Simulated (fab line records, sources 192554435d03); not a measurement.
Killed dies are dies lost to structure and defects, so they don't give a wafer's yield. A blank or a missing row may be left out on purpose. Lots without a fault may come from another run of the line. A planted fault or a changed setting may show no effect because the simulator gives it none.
Chamber matching | flow n5_finfet | N5_BEOL_M11_STRIP_36 on rie_diel-05: 4 sister chambers
The step strips in N2/H2. 24 wafers are shown with their chamber, then 12 later ones without.

WAFERS WITH THEIR CHAMBER
wafer  | chamber | drypump_motor_current_A (A) | showerhead_plenum_p_Torr (Torr) | throttle_valve_pct (%)
L074.1 | 0       | 5.8                         | 2.50                            | 23.8
L074.2 | 1       | 5.6                         | 2.61                            | 23.3
L074.3 | 2       | 5.9                         | 2.53                            | 23.1
L074.4 | 1       | 5.7                         | 2.61                            | 23.3
L074.5 | 2       | 5.9                         | 2.54                            | 23.1
L074.6 | 0       | 5.8                         | 2.50                            | 23.8
L076.3 | 0       | 5.9                         | 2.50                            | 23.8
L076.4 | 1       | 5.7                         | 2.61                            | 23.3
L076.6 | 2       | 5.9                         | 2.53                            | 23.1
L075.1 | 0       | 5.8                         | 2.50                            | 23.8
L075.5 | 2       | 5.9                         | 2.53                            | 23.2
L075.6 | 1       | 5.6                         | 2.61                            | 23.3
L080.4 | 3       | 6.4                         | 2.47                            | 24.2
L080.5 | 1       | 5.7                         | 2.60                            | 23.3
L080.6 | 2       | 5.9                         | 2.53                            | 23.1
L081.1 | 3       | 6.4                         | 2.47                            | 24.2
L081.2 | 2       | 5.9                         | 2.53                            | 23.1
L081.5 | 2       | 5.9                         | 2.53                            | 23.2
L085.1 | 1       | 5.6                         | 2.60                            | 23.3
L085.4 | 1       | 5.6                         | 2.60                            | 23.4
L085.5 | 3       | 6.4                         | 2.46                            | 24.2
L086.2 | 1       | 5.7                         | 2.59                            | 23.4
L086.5 | 0       | 5.9                         | 2.49                            | 23.4
L086.6 | 1       | 5.7                         | 2.59                            | 23.3

SIGNATURES (means of the wafers above)
reading                  | chamber 0 | chamber 1 | chamber 2 | chamber 3 | scatter within a chamber
drypump_motor_current_A  | 5.840     | 5.656     | 5.900     | 6.400     | 0.0414
showerhead_plenum_p_Torr | 2.4980    | 2.6022    | 2.5314    | 2.4667    | 0.00628
throttle_valve_pct       | 23.720    | 23.322    | 23.129    | 24.200    | 0.0888
Rule: a wafer's distance from a chamber is the root of the sum, over the readings, of the square of ((its reading less the chamber's mean) divided by the reading's scatter). The wafer belongs to the nearest chamber; if the next one is less than 2 further off, it can't be placed. The scatter: the root of (the sum of the squares of (reading less its chamber's mean) over the shown wafers, divided by (wafers less chambers)).

WAFERS WITHOUT THEIR CHAMBER
wafer  | drypump_motor_current_A (A) | showerhead_plenum_p_Torr (Torr) | throttle_valve_pct (%)
L087.1 | 5.8                         | 2.49                            | 23.4
L087.4 | 5.6                         | 2.59                            | 23.4
L087.5 | 5.7                         | 2.59                            | 23.3
L094.1 | 5.7                         | 2.59                            | 23.4
L094.2 | 5.9                         | 2.48                            | 23.4
L094.4 | 6.4                         | 2.46                            | 24.2
L093.2 | 6.4                         | 2.45                            | 24.2
L093.4 | 5.7                         | 2.59                            | 23.3
L093.5 | 6.4                         | 2.46                            | 24.2
L096.1 | 6.4                         | 2.45                            | 24.2
L096.2 | 5.8                         | 2.48                            | 23.5
L096.3 | 5.7                         | 2.59                            | 23.3

WHICH CHAMBER EACH WENT THROUGH
wafer  | from the rows above | in truth
L087.1 | 0                   | 0
L087.4 | 1                   | 1
L087.5 | 1                   | 1
L094.1 | 1                   | 1
L094.2 | 0                   | 0
L094.4 | 3                   | 3
L093.2 | 3                   | 3
L093.4 | 1                   | 1
L093.5 | 3                   | 3
L096.1 | 3                   | 3
L096.2 | 0                   | 0
L096.3 | 1                   | 1
Placed correctly: 12 of 12. Can't be placed from these rows: 0. Placed wrongly: 0.
